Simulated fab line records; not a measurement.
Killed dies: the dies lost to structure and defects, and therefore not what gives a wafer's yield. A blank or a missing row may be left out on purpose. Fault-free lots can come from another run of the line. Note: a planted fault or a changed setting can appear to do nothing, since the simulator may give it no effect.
Which tool did it? -- flow n5_finfet -- 24 lots with 72 wafers sampled at 6 steps, on a route of 1938 steps

== WHAT THE GAUGES READ, wafer by wafer ==
N5_BEOL_M6_CD_MEAS_18: pitch 80 nm, target cd 40 nm. Usual: cd_nm 40.0 nm, standard deviation 0.57.
lot,measured,on,cd_nm (nm),flag
L074,day 8 11:44,cd_sem-01,40.5 39.4 40.6,
L075,day 8 20:57,cd_sem-03,40.2 40.4 40.0,
L076,day 9 15:00,cd_sem-02,40.2 39.3 39.9,
L077,day 9 20:18,cd_sem-01,40.0 40.1 39.7,
L080,day 9 23:11,cd_sem-03,40.3 39.2 40.0,
L079,day 10 04:05,cd_sem-03,40.7 40.5 41.2,
L078,day 10 07:17,cd_sem-02,41.1 41.0 40.6,
L081,day 10 10:42,cd_sem-03,39.0 39.8 39.3,
L083,day 10 21:59,cd_sem-01,39.5 40.2 39.4,
L082,day 10 22:17,cd_sem-03,39.8 40.3 40.7,
L084,day 11 07:27,cd_sem-03,39.2 40.0 39.4,
L085,day 11 07:53,cd_sem-03,39.9 39.9 40.3,
L086,day 12 00:14,cd_sem-03,39.8 39.8 39.3,
L087,day 12 02:47,cd_sem-01,40.3 39.7 39.9,
L088,day 12 08:27,cd_sem-01,40.0 40.9 39.3,
L089,day 12 08:43,cd_sem-03,41.0 40.3 40.8,
L091,day 12 12:41,cd_sem-01,39.0 40.1 39.3,
L090,day 12 16:46,cd_sem-01,39.7 39.9 41.1,
L092,day 13 05:05,cd_sem-01,40.0 40.6 40.4,
L093,day 13 15:35,cd_sem-01,40.4 40.7 40.5,
L095,day 13 18:57,cd_sem-01,39.3 39.5 39.0,
L094,day 14 11:35,cd_sem-03,39.6 39.5 40.2,
L096,day 14 17:04,cd_sem-02,39.5 40.5 39.8,
L097,day 14 20:44,cd_sem-03,40.0 39.7 40.6,

N5_BEOL_M7_THK_MEAS_01. Usual: for M7_ILD_THK the level is 153.9 nm and the standard deviation is 2.5.
lot,measured,on,M7_ILD_THK (nm),flag
L074,day 8 17:07,film_metro-02,156.1 156.1 154.9,
L075,day 9 03:25,film_metro-01,157.4 159.6 159.2,
L076,day 9 20:44,film_metro-02,157.0 157.0 153.8,
L077,day 10 04:05,film_metro-02,152.3 152.9 156.2,
L080,day 10 07:07,film_metro-02,154.1 150.3 156.0,
L079,day 10 08:55,film_metro-02,150.9 152.9 155.0,
L078,day 10 12:19,film_metro-01,155.8 151.7 154.8,
L081,day 10 18:47,film_metro-01,152.6 151.1 156.5,
L083,day 11 03:23,film_metro-01,153.9 157.9 154.5,
L082,day 11 04:21,film_metro-02,153.5 149.2 154.8,
L084,day 11 12:03,film_metro-02,154.3 151.1 156.9,
L085,day 11 12:34,film_metro-02,150.6 155.4 152.3,
L086,day 12 05:48,film_metro-01,151.2 153.9 156.5,
L087,day 12 08:20,film_metro-02,154.3 154.4 152.3,
L088,day 12 13:44,film_metro-02,151.4 157.7 157.2,
L089,day 12 14:01,film_metro-01,151.1 154.4 154.1,
L091,day 12 18:25,film_metro-01,155.7 157.3 157.2,
L090,day 12 22:21,film_metro-02,151.3 149.6 153.8,
L092,day 13 08:51,film_metro-02,150.6 155.6 154.3,
L093,day 13 19:39,film_metro-02,149.8 149.7 151.6,
L095,day 14 01:03,film_metro-01,151.0 152.6 152.0,
L094,day 14 18:18,film_metro-02,151.0 150.9 154.4,
L096,day 14 22:57,film_metro-01,152.5 152.4 156.5,
L097,day 15 02:58,film_metro-02,154.4 155.0 155.0,

== TOOL THAT RAN EACH LOT (tool first, then ch and the chambers of the sampled wafers, then the start) ==
lot,N5_BEOL_M6_DESCUM_16,N5_BEOL_M6_ETCH_65,N5_BEOL_M6_CURE_75,N5_BEOL_M6_SPUTTER_48
L074,"rie_diel-05 ch 0,2,3, day 8 11:17","rie_diel-05 ch 0,1,3, day 8 12:15","uv_cure-03 ch 2, day 8 12:50","pvd_sputter-01, day 8 15:33"
L075,"rie_diel-01 ch 0,1,2, day 8 20:29","rie_diel-06 ch 2,3, day 9 00:09","uv_cure-03 ch 0, day 9 00:44","pvd_sputter-02, day 9 01:41"
L076,"rie_diel-06 ch 0,2,3, day 9 14:31","rie_diel-05 ch 0,3, day 9 15:29","uv_cure-03 ch 0, day 9 16:06","pvd_sputter-03, day 9 19:02"
L077,"rie_diel-01 ch 0,2,3, day 9 19:50","rie_diel-01 ch 0,1,2, day 9 20:49","uv_cure-01 ch 2, day 9 21:23","pvd_sputter-01, day 10 01:57"
L080,"rie_diel-01 ch 0,2,3, day 9 22:29","rie_diel-01 ch 0,1,2, day 10 01:16","uv_cure-03 ch 0, day 10 01:55","pvd_sputter-01, day 10 05:31"
L079,"rie_diel-05 ch 0,1, day 10 03:38","rie_diel-05 ch 0,3, day 10 05:22","uv_cure-01 ch 0, day 10 06:06","pvd_sputter-02, day 10 07:13"
L078,"rie_diel-01 ch 1,3, day 10 06:49","rie_diel-01 ch 0,3, day 10 08:13","uv_cure-03 ch 0, day 10 08:53","pvd_sputter-01, day 10 09:52"
L081,"rie_diel-01 ch 0,1,3, day 10 10:13","rie_diel-01 ch 1,2, day 10 11:25","uv_cure-03 ch 2, day 10 12:17","pvd_sputter-01, day 10 16:58"
L083,"rie_diel-06 ch 0,1, day 10 21:26","rie_diel-01 ch 1,3, day 10 23:44","uv_cure-01 ch 1, day 11 00:25","pvd_sputter-03, day 11 01:40"
L082,"rie_diel-06 ch 0,1,2, day 10 21:42","rie_diel-06 ch 1,3, day 11 00:13","uv_cure-03 ch 0, day 11 00:50","pvd_sputter-01, day 11 02:38"
L084,"rie_diel-01 ch 0,1, day 11 06:52","rie_diel-05 ch 0,2, day 11 08:19","uv_cure-02 ch 0, day 11 08:53","pvd_sputter-03, day 11 10:05"
L085,"rie_diel-06 ch 0,2,3, day 11 07:25","rie_diel-06 ch 0,2,3, day 11 08:42","uv_cure-02 ch 1, day 11 09:20","pvd_sputter-01, day 11 10:38"
L086,"rie_diel-01 ch 0,1,2, day 11 23:47","rie_diel-06 ch 0,1, day 12 01:40","uv_cure-02 ch 0, day 12 02:14","pvd_sputter-02, day 12 03:51"
L087,"rie_diel-01 ch 0,1,2, day 12 02:16","rie_diel-05 ch 1,3, day 12 03:19","uv_cure-02 ch 1, day 12 03:56","pvd_sputter-03, day 12 06:45"
L088,"rie_diel-01 ch 0,2, day 12 07:59","rie_diel-01 ch 0,1, day 12 09:55","uv_cure-01 ch 0, day 12 10:29","pvd_sputter-03, day 12 12:10"
L089,"rie_diel-01 ch 0,1,2, day 12 08:15","rie_diel-06 ch 1,2, day 12 10:06","uv_cure-02 ch 0, day 12 10:49","pvd_sputter-02, day 12 12:11"
L091,"rie_diel-01 ch 0,1,2, day 12 12:14","rie_diel-06 ch 1,2,3, day 12 14:20","uv_cure-01 ch 1, day 12 15:03","pvd_sputter-02, day 12 16:26"
L090,"rie_diel-05 ch 0,2, day 12 16:17","rie_diel-01 ch 0,3, day 12 18:53","uv_cure-02 ch 2, day 12 19:27","pvd_sputter-02, day 12 20:39"
L092,"rie_diel-01 ch 1,2,3, day 13 04:32","rie_diel-05 ch 0,2,3, day 13 05:36","uv_cure-02 ch 0, day 13 06:10","pvd_sputter-02, day 13 07:15"
L093,"rie_diel-06 ch 0,1,3, day 13 15:07","rie_diel-06 ch 0,3, day 13 16:12","uv_cure-02 ch 2, day 13 16:46","pvd_sputter-02, day 13 17:52"
L095,"rie_diel-06 ch 1,3, day 13 18:29","rie_diel-01 ch 0,1,3, day 13 21:19","uv_cure-01 ch 0, day 13 21:56","pvd_sputter-02, day 13 23:07"
L094,"rie_diel-01 ch 0,3, day 14 11:02","rie_diel-05 ch 0,3, day 14 12:17","uv_cure-02 ch 1, day 14 12:51","pvd_sputter-02, day 14 16:14"
L096,"rie_diel-05 ch 0,1, day 14 16:32","rie_diel-05 ch 1,3, day 14 19:07","uv_cure-02 ch 2, day 14 19:41","pvd_sputter-01, day 14 21:13"
L097,"rie_diel-01 ch 0,2, day 14 20:04","rie_diel-01 ch 0,2,3, day 14 22:50","uv_cure-03 ch 2, day 14 23:25","pvd_sputter-03, day 15 00:53"
- N5_BEOL_M6_DESCUM_16: chemistry O2, time 7.9 s.
- N5_BEOL_M6_ETCH_65: etches SiARC in CF4, target depth 15.6 nm, time 26 s.
- N5_BEOL_M6_CURE_75: cures SiCOH lowk, time 120 s.
- N5_BEOL_M6_SPUTTER_48: material Cu, target thk 10 nm, time 1.667 s.

== AS READ BY THE TOOLS THEMSELVES (means over the sampled wafers that have a number; for cases with no such wafer, the mark the record gives instead) ==
N5_BEOL_M6_DESCUM_16. Usual: drypump_motor_current_A 5.8 A, standard deviation 0.43; o2_flow_sccm 225.0 sccm, standard deviation 0.65; oes_product_au 0.78 a.u., standard deviation 0.099; rf_vpp_V 243.4 V, standard deviation 1.3; showerhead_plenum_p_Torr 2.10 Torr, standard deviation 0.079; throttle_valve_pct 20.39 %, standard deviation 0.21.
lot,tool,drypump_motor_current_A (A),o2_flow_sccm (sccm),oes_product_au (a.u.),rf_vpp_V (V),showerhead_plenum_p_Torr (Torr),throttle_valve_pct (%),flag
L074,rie_diel-05,5.3,224.5,0.72,242.0,1.98,20.49,
L075,rie_diel-01,5.9,225.2,0.73,244.0,2.10,20.38,
L076,rie_diel-06,5.8,224.9,0.74,244.2,2.13,20.59,
L077,rie_diel-01,5.7,224.4,0.72,243.6,2.11,20.35,
L080,rie_diel-01,5.7,225.0,0.72,244.2,2.11,20.35,
L079,rie_diel-05,6.1,224.9,0.88,243.8,2.13,20.59,
L078,rie_diel-01,5.6,225.2,0.70,243.7,2.06,20.43,
L081,rie_diel-01,5.6,225.5,0.73,243.5,2.08,20.40,
L083,rie_diel-06,5.8,224.7,0.89,242.8,2.10,20.38,
L082,rie_diel-06,5.8,224.9,0.79,243.0,2.08,20.49,
L084,rie_diel-01,5.9,226.3,0.72,243.4,2.07,20.44,
L085,rie_diel-06,5.7,225.0,0.73,243.4,2.12,20.61,
L086,rie_diel-01,6.0,224.3,0.80,243.5,2.09,20.28,
L087,rie_diel-01,6.0,224.6,0.80,243.7,2.09,20.28,
L088,rie_diel-01,6.1,225.0,0.89,244.4,2.12,20.10,
L089,rie_diel-01,5.9,224.9,0.80,244.2,2.09,20.28,
L091,rie_diel-01,6.0,225.4,0.80,243.5,2.09,20.29,
L090,rie_diel-05,5.4,224.8,0.85,243.8,2.12,20.25,
L092,rie_diel-01,5.9,225.5,0.85,243.1,2.07,20.20,
L093,rie_diel-06,5.8,224.6,0.79,244.2,2.13,20.53,
L095,rie_diel-06,5.8,225.2,0.84,243.0,2.08,20.37,
L094,rie_diel-01,5.4,224.8,0.86,242.2,2.07,20.17,
L096,rie_diel-05,5.7,224.8,0.77,241.3,2.00,20.65,
L097,rie_diel-01,6.0,225.7,0.84,243.1,2.11,20.12,

N5_BEOL_M6_ETCH_65. Usual: drypump_motor_current_A 5.7 A, standard deviation 0.44; etch_rf_on_time_s 26.0 s, standard deviation 0.62; oes_product_au 0.67 a.u., standard deviation 0.086; rf_vpp_V 184.1 V, standard deviation 1.4; showerhead_plenum_p_Torr 2.14 Torr, standard deviation 0.088; throttle_valve_pct 15.63 %, standard deviation 0.23.
lot,tool,drypump_motor_current_A (A),etch_rf_on_time_s (s),oes_product_au (a.u.),rf_vpp_V (V),showerhead_plenum_p_Torr (Torr),throttle_valve_pct (%),flag
L074,rie_diel-05,5.7,26.0,0.70,184.0,2.13,15.72,
L075,rie_diel-06,5.6,25.8,0.62,184.2,2.10,15.71,
L076,rie_diel-05,5.2,26.0,0.63,182.6,2.02,15.83,
L077,rie_diel-01,6.0,26.2,0.62,184.9,2.16,15.67,
L080,rie_diel-01,6.0,26.2,0.61,184.8,2.15,15.68,
L079,rie_diel-05,5.2,26.3,0.61,182.9,2.08,15.78,
L078,rie_diel-01,5.4,26.1,0.64,184.2,2.14,15.49,
L081,rie_diel-01,6.2,26.6,0.59,184.1,2.15,15.87,
L083,rie_diel-01,5.6,26.3,0.60,184.0,2.12,15.79,
L082,rie_diel-06,5.8,25.6,0.75,184.8,2.16,15.60,
L084,rie_diel-05,5.4,25.8,0.75,184.2,2.17,15.46,
L085,rie_diel-06,5.8,26.1,0.63,184.4,2.16,15.72,
L086,rie_diel-06,5.8,25.7,0.74,184.9,2.15,15.58,
L087,rie_diel-05,6.1,26.0,0.71,185.3,2.23,15.72,
L088,rie_diel-01,5.7,26.8,0.62,184.7,2.13,15.63,
L089,rie_diel-06,5.6,25.1,0.65,183.5,2.05,15.69,
L091,rie_diel-06,5.7,25.8,0.66,184.1,2.12,15.70,
L090,rie_diel-01,5.4,26.2,0.72,184.2,2.13,15.37,
L092,rie_diel-05,5.3,26.6,0.65,183.2,2.12,15.66,
L093,rie_diel-06,5.9,26.9,0.62,184.6,2.21,15.71,
L095,rie_diel-01,5.6,26.5,0.67,184.4,2.12,15.58,
L094,rie_diel-05,5.2,25.8,0.77,182.8,2.07,15.51,
L096,rie_diel-05,6.1,25.1,0.78,184.9,2.22,15.59,
L097,rie_diel-01,5.7,26.0,0.72,183.9,2.14,15.33,

N5_BEOL_M6_CURE_75. Usual: lamp_power_pct 52.31 %, standard deviation 0.053; wafer_temp_C_max 371.8, standard deviation 0.68.
lot,tool,lamp_power_pct (%),wafer_temp_C_max,flag
L074,uv_cure-03,52.28,373.0,
L075,uv_cure-03,52.26,371.4,
L076,uv_cure-03,52.29,371.4,
L077,uv_cure-01,52.31,371.0,
L080,uv_cure-03,52.26,371.4,
L079,uv_cure-01,52.37,371.6,
L078,uv_cure-03,52.37,371.3,
L081,uv_cure-03,52.30,373.0,
L083,uv_cure-01,52.28,371.2,
L082,uv_cure-03,52.27,371.9,
L084,uv_cure-02,52.28,372.5,
L085,uv_cure-02,52.34,371.5,
L086,uv_cure-02,52.31,372.6,
L087,uv_cure-02,52.26,371.5,
L088,uv_cure-01,52.28,371.4,
L089,uv_cure-02,52.29,372.7,
L091,uv_cure-01,52.31,371.6,
L090,uv_cure-02,52.32,371.5,
L092,uv_cure-02,52.32,371.9,
L093,uv_cure-02,52.28,371.3,
L095,uv_cure-01,52.32,371.5,
L094,uv_cure-02,52.30,371.1,
L096,uv_cure-02,52.34,371.6,
L097,uv_cure-03,52.30,372.8,

N5_BEOL_M6_SPUTTER_48. Usual: chamber_pressure_pa 0.13 Pa, standard deviation 0.00026; throttle_valve_pct 30.0 %, standard deviation 1.3.
lot,tool,chamber_pressure_pa (Pa),throttle_valve_pct (%),flag
L074,pvd_sputter-01,0.13,30.3,
L075,pvd_sputter-02,0.13,29.4,
L076,pvd_sputter-03,0.13,30.5,
L077,pvd_sputter-01,0.13,29.5,
L080,pvd_sputter-01,0.13,29.9,
L079,pvd_sputter-02,0.13,30.2,
L078,pvd_sputter-01,0.13,29.8,
L081,pvd_sputter-01,0.13,30.2,
L083,pvd_sputter-03,0.13,29.2,
L082,pvd_sputter-01,0.13,30.2,
L084,pvd_sputter-03,0.13,29.2,
L085,pvd_sputter-01,0.13,29.9,
L086,pvd_sputter-02,0.13,30.8,
L087,pvd_sputter-03,0.13,28.4,
L088,pvd_sputter-03,0.13,29.2,
L089,pvd_sputter-02,0.13,30.1,
L091,pvd_sputter-02,0.13,30.6,
L090,pvd_sputter-02,0.13,32.1,
L092,pvd_sputter-02,0.13,30.9,
L093,pvd_sputter-02,0.13,29.5,
L095,pvd_sputter-02,0.13,30.7,
L094,pvd_sputter-02,0.13,30.1,
L096,pvd_sputter-01,0.13,29.6,
L097,pvd_sputter-03,0.13,30.4,

== THE ANSWER, worked out from the rows above alone ==
Rule: a lot is off if the mean of its wafers that have a number lies more than 3 standard deviations from the usual mean. Also off: a lot with no number at a reading for which 4 or more lots have one. Where the step has rows for the other lots, those lots are counted as sound. First the gauges in route order, then the tools' own readings, where a lot's mean is used as printed above. At the first step where some lot is off, the reading lying furthest off is the one used; lots without a number count as furthest.
Across all readings shown, no lot is off: no conclusion can be drawn from this.

== WHAT THE SIMULATOR PUT IN ==
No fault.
